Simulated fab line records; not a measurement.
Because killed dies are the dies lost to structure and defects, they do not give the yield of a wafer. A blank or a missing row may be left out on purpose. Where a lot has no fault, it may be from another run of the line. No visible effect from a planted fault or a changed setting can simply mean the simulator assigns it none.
Matching of chambers :: flow nand_harc :: 4 sister chambers for NHARC_A_STAIRCASE_TRIM_20 on rie_diel-03
The step chemistry O2, time 211.2 s. 4 wafers are shown with their chamber, then 8 later ones without.

== EACH WAFER AND ITS CHAMBER ==
wafer: L087.3
chamber: 0
showerhead_plenum_p_Torr (Torr): 3.30

wafer: L090.3
chamber: 3
showerhead_plenum_p_Torr (Torr): 3.52

wafer: L090.4
chamber: 1
showerhead_plenum_p_Torr (Torr): 3.48

wafer: L096.3
chamber: 2
showerhead_plenum_p_Torr (Torr): 3.44

== WAFERS MISSING THEIR CHAMBER ==
wafer: L096.4
showerhead_plenum_p_Torr (Torr): 3.46

wafer: L096.5
showerhead_plenum_p_Torr (Torr): 3.46

wafer: L097.1
showerhead_plenum_p_Torr (Torr): 3.46

wafer: L097.2
showerhead_plenum_p_Torr (Torr): 3.51

wafer: L097.6
showerhead_plenum_p_Torr (Torr): 3.46

wafer: L097.3
showerhead_plenum_p_Torr (Torr): 3.44

wafer: L097.4
showerhead_plenum_p_Torr (Torr): 3.29

wafer: L097.5
showerhead_plenum_p_Torr (Torr): 3.44

== THE CHAMBER EACH PASSED THROUGH ==
wafer: L096.4
from the rows above: can't be placed: 1 or 2
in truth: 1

wafer: L096.5
from the rows above: can't be placed: 1 or 2
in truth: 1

wafer: L097.1
from the rows above: can't be placed: 1 or 2
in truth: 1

wafer: L097.2
from the rows above: can't be placed: 3 or 1
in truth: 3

wafer: L097.6
from the rows above: can't be placed: 1 or 2
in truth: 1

wafer: L097.3
from the rows above: 2
in truth: 2

wafer: L097.4
from the rows above: 0
in truth: 0

wafer: L097.5
from the rows above: 2
in truth: 2
3 of 8 placed correctly. Not placeable from these rows: 5 (in 5, the candidates include the true chamber). Placed wrongly: 0.
How it was worked out, from the rows above alone: a wafer's distance from a chamber is the root of the sum, over the readings, of the square of ((its reading less the chamber's mean) divided by the reading's scatter). If the next closest chamber is less than 2 further off than the closest, the wafer can't be placed; otherwise it belongs to the closest. For every chamber, the mean is computed from those of its wafers that are shown. The scatter: with one shown wafer a chamber, the root of the mean of the squares of how far each hidden wafer lies from its nearest shown one.
